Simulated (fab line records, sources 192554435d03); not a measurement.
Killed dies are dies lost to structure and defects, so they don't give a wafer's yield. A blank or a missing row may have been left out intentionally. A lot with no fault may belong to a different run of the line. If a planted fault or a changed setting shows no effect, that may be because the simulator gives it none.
A lot that was struck, set against a sound lot + flow n5-finfet + 39 steps out of a route of 1938
Sound: wafers L303.1, L303.2, L303.5. Struck: wafer L316.4. (L316.1, L316.6 of the same lot were not struck and are left out.) The cause comes at the end.
At each step with rows: each side's tool, then ch and its chambers, then its first start. Under that, the readings that differ: sound wafers + struck wafers + difference of the means + sigmas: that difference in standard deviations of wafers without a fault.
alike: same words and numbers on both sides, and readings whose means sit less than 2 such deviations apart. not compared: any withheld reading, any reading some wafer has no value for, any bound like >300 that may hide the same value, and any number with overlapping values for which the record gives no deviation.
A row with sigmas, a row that says differs or no value, or rows on one side alone: a step with any of these is where the two part. Non-overlapping numbers with no deviation appear without sigmas and do not part them. A reading that every wafer of one side lacks parts them only if that side has two wafers or more.

first, 9 steps without rows for these wafers: N5_FIN_CUT_COAT_02 (resist thk 30 nm); N5_FIN_CUT_EBR_04; N5_FIN_CUT_SOFTBAKE_03 (time 60 s); N5_FIN_CUT_EXPOSE_05 (exposes mask FIN CUT); N5_FIN_CUT_PEB_06 (peb time 60 s); N5_FIN_CUT_DEVELOP_07 (develop time 30 s); N5_FIN_CUT_DESCUM_13 (chemistry O2, time 7 s); N5_FIN_CUT_ETCH_30 (etches underlayer in N2/H2, target depth 13 nm, time 10.4 s); N5_FIN_CUT_ETCH_20 (etches SiARC in CF4, target depth 26 nm, time 43.3 s).
N5_FIN_CUT_ETCH_21: etches SOC in N2/H2, target depth 219 nm, overetch 43.8 nm, time 523.5 s.
  sound on rie-diel-04 ch 0,1,2, day 2 09:08; struck on rie-diel-04 ch 2, day 5 16:32
| reading                                    | sound             | struck | difference | sigmas      |
|--------------------------------------------|-------------------|--------|------------|-------------|
| run-length-s (s)                           | 547.0 547.6 547.4 | 503.9  | -43.4      | -99 or more |
| model.SiARC_of_FIN_CUT_COAT_19.thk-nm (nm) | 12.4 11.8 12.2    | 13     | +1         |             |
  alike: drypump-motor-current-A, n2-flow-sccm, oes-product-au, rf-vpp-V, showerhead-plenum-p-Torr, throttle-valve-pct
  not compared: rf-hours-counter-h
then, 27 steps without rows for these wafers: N5_FIN_CUT_STRIP_23 (strips in N2/H2); N5_FIN_CUT_STRIP_31 (strips in N2/H2); N5_FIN_CUT_STRIP_24 (strips in CF4); N5_FIN_CUT_CUT_ETCH_26 (etches SiNx in CH3F/O2, target depth 39 nm, time 55.7 s); N5_FIN_CUT_CUT_ETCH_27 (etches SiO2 in CHF3/O2, target depth 4 nm, overetch 2 nm, time 4.9 s); N5_FIN_CUT_PRECLEAN_35 (cleans in vHF, time 13.3 s); N5_FIN_CUT_CUT_ETCH_15 (etches Si in HBr/Cl2/O2, target depth 100 nm, bt time 10 s, time 42.4 s); N5_FIN_CUT_CUT_ETCH_28 (etches Si in HBr/Cl2/O2, target depth 6 nm, time 2.4 s); N5_FIN_CUT_STRIP_22 (strips in N2/H2); N5_FIN_CUT_PRECLEAN_36 (cleans in O3/DIW, time 60 s); N5_FIN_CUT_SRD_32 (time 30 s); N5_FIN_CUT_UV_OZONE_34 (time 120 s); N5_STI_FIN_REVEAL_ALD_00 (deposits SiO2, target thk 1 nm, pulse time 1 s); N5_STI_FIN_REVEAL_ALD_14 (deposits Si3N4, target thk 3 nm); N5_STI_FIN_REVEAL_FCVD_FILL_01 (material SiO2 flowable, target thk 312 nm, time 512.2 s); N5_STI_FIN_REVEAL_DENSIFY_02 (time 1800 s); N5_STI_FIN_REVEAL_CMP_04 (polishes, stops on Si3N4, t overpolish 4 s, target thk 131.83 nm); N5_STI_FIN_REVEAL_DENSIFY_30; N5_STI_FIN_REVEAL_ETCHBACK_08 (etches SiO2 in C4F6/O2, target depth 30.5 nm, time 10.167 s); N5_STI_FIN_REVEAL_STRIP_24 (strips in N2/H2, time 90 s); N5_STI_FIN_REVEAL_PRECLEAN_25 (cleans in SPM, time 90 s); N5_STI_FIN_REVEAL_PRECLEAN_26 (cleans in SC1, time 45 s); N5_STI_FIN_REVEAL_PRECLEAN_29 (cleans in DHF, time 30 s); N5_STI_FIN_REVEAL_SRD_12 (time 30 s); N5_STI_FIN_REVEAL_RECESS_09 (chemistry HF/NH3, target SiO2, afs cycles 11, target depth 42.5 nm, sublimation time 60 s); N5_STI_FIN_REVEAL_STRIP_16 (strips SiNx in H3PO4, target depth 23.8 nm); N5_STI_FIN_REVEAL_PRECLEAN_17 (cleans in NF3:NH3, afs cycles 1, time 20 s, sublimation time 60 s).
-- a jump in the record: the struck wafers' starts before and after are 6 days apart (it breaks off in module STI_FIN_REVEAL and resumes in module BEOL_M4, where the first step shown is number 1111 of the route) --
N5_BEOL_M4_RC_MEAS_101:
  sound on prober-02 ch 0, day 8 15:35; struck on prober-01 ch 0, day 11 15:22
| reading        | sound          | struck | difference | sigmas |
|----------------|----------------|--------|------------|--------|
| DIBL_N (mV/V)  | 31.6 35.5 34.3 | 28.8   | -5.0       | -2     |
| IOFF_P (nA/um) | 0.16 0.21 0.18 | 0.10   | -0.08      | -2     |
| ION_N (uA/um)  | 664 680 680    | 635    | -40        | -2     |
| ION_P (uA/um)  | 473 470 463    | 444    | -25        | -3     |
| SS_P (mV/dec)  | 72.4 72.9 72.7 | 70.5   | -2.2       | -3     |
| VT_N (mV)      | 255 250 248    | 261    | +10        | +3     |
| VT_P (mV)      | -252 -249 -249 | -259   | -9         | -3     |
  alike: DIBL_P, IOFF_N, SS_N
-- the record jumps here: 5 days lie between the struck wafers' starts before and after (it left off in module BEOL_M4 and takes up again in module PASSIVATION, whose first step shown is number 1936 of the route) --
N5_PASSIVATION_PROBE_49:
  only the struck wafers here have rows in the record (prober-02, day 16 07:52); the sound ones have none

WHERE THEY PART
At N5_FIN_CUT_ETCH_21 first; at N5_PASSIVATION_PROBE_49 last (within this record only).

WHY: what had been put in by the simulator
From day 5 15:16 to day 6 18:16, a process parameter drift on rie-diel-04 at N5_FIN_CUT_ETCH_21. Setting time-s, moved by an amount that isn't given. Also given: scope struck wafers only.
